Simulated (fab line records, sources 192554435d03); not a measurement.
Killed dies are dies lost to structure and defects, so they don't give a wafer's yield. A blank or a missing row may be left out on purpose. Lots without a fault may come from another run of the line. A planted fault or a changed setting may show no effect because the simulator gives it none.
Split-lot experiment | flow n5_finfet | 7 lots, 21 wafers read, on a route of 1938 steps

THE SPLIT
At N5_ZERO_LAYER_EXPOSE_08 (exposes mask ZERO, defocus 0 nm, target cd 2000 nm), the setting dose_mj was moved away from the recipe's 16.2 on 7 of the 21 wafers read, by -4.8% to +5.3%. The other wafers ran this setting at the recipe's value.

FROM THE SPLIT TO THE READING: what the file shows between them, 3 steps
- N5_ZERO_LAYER_PEB_09
- N5_ZERO_LAYER_DEVELOP_10: develop time 60 s
- N5_ZERO_LAYER_HARDBAKE_23: time 120 s

THE READING
cd_nm, in nm, at N5_ZERO_LAYER_CD_MEAS_11 (target cd 2000 nm). Fault-free wafers of this fab line usually give 2000.6 nm, standard deviation 1.4 nm.

wafer  | tool, chamber at the split | dose_mj as run | against the recipe | cd_nm, nm | against lot-mates on the recipe
L074.3 | krf_scanner-02, 0          | 17.06          | +5.3%              | 2014.5    | +12.3
L074.4 | krf_scanner-02, 0          | 16.2           | recipe             | 2001.2    | -
L074.6 | krf_scanner-02, 0          | 16.2           | recipe             | 2003.1    | -
L076.4 | krf_scanner-02, 0          | 16.2           | recipe             | 2002.1    | -
L076.5 | krf_scanner-02, 0          | 16.64          | +2.7%              | 2007.5    | +5.5
L076.6 | krf_scanner-02, 0          | 16.2           | recipe             | 2001.9    | -
L079.3 | krf_scanner-02, 0          | 16.2           | recipe             | 1999.6    | -
L079.5 | krf_scanner-02, 0          | 16.2           | recipe             | 2002.1    | -
L079.6 | krf_scanner-02, 0          | 16.2           | recipe             | 1999.3    | -
L085.1 | krf_scanner-01, 0          | 16.2           | recipe             | 1998.9    | -
L085.2 | krf_scanner-01, 0          | 16.65          | +2.8%              | 2007.3    | +8.4
L085.6 | krf_scanner-01, 0          | 16.65          | +2.8%              | 2007.5    | +8.6
L093.4 | krf_scanner-02, 0          | 16.2           | recipe             | 2001.7    | -
L093.5 | krf_scanner-02, 0          | 16.2           | recipe             | 2002.7    | -
L093.6 | krf_scanner-02, 0          | 16.2           | recipe             | 2001.1    | -
L095.1 | krf_scanner-01, 0          | 15.43          | -4.8%              | 1989.3    | -9.2
L095.2 | krf_scanner-01, 0          | 15.43          | -4.8%              | 1988.5    | -10.0
L095.3 | krf_scanner-01, 0          | 16.2           | recipe             | 1998.5    | -
L096.4 | krf_scanner-02, 0          | 15.53          | -4.1%              | 1994.5    | -7.1
L096.5 | krf_scanner-02, 0          | 16.2           | recipe             | 2001.9    | -
L096.6 | krf_scanner-02, 0          | 16.2           | recipe             | 2001.2    | -

THE FIT
A straight line over all 21 wafers: cd_nm changes by +2.36 nm for each +1% of dose_mj; r = +0.97; the points scatter about the line by 1.5 nm.
The same after taking each lot's own level away (the mean of its wafers on the recipe; 21 wafers): +2.19 nm for each +1%; r = +0.98; scatter 1.1 nm.
On that fit, the largest move of dose_mj shifts the reading by 12 nm.
The lots' own levels span 1998.50 to 2002.15 nm, that is 2.6 times the standard deviation above.
So the lot-to-lot level changes the slope little: the two slopes agree.
Check: with one of the wafers moved furthest among these (+5.3%) left out of the fit, the line predicts +11.9 nm for it against its lot-mates. It came out at +12.3 nm against them.

THE FILE'S OWN FIT
cd_nm changes by +2.15 nm for each +1% of dose_mj, r = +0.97.
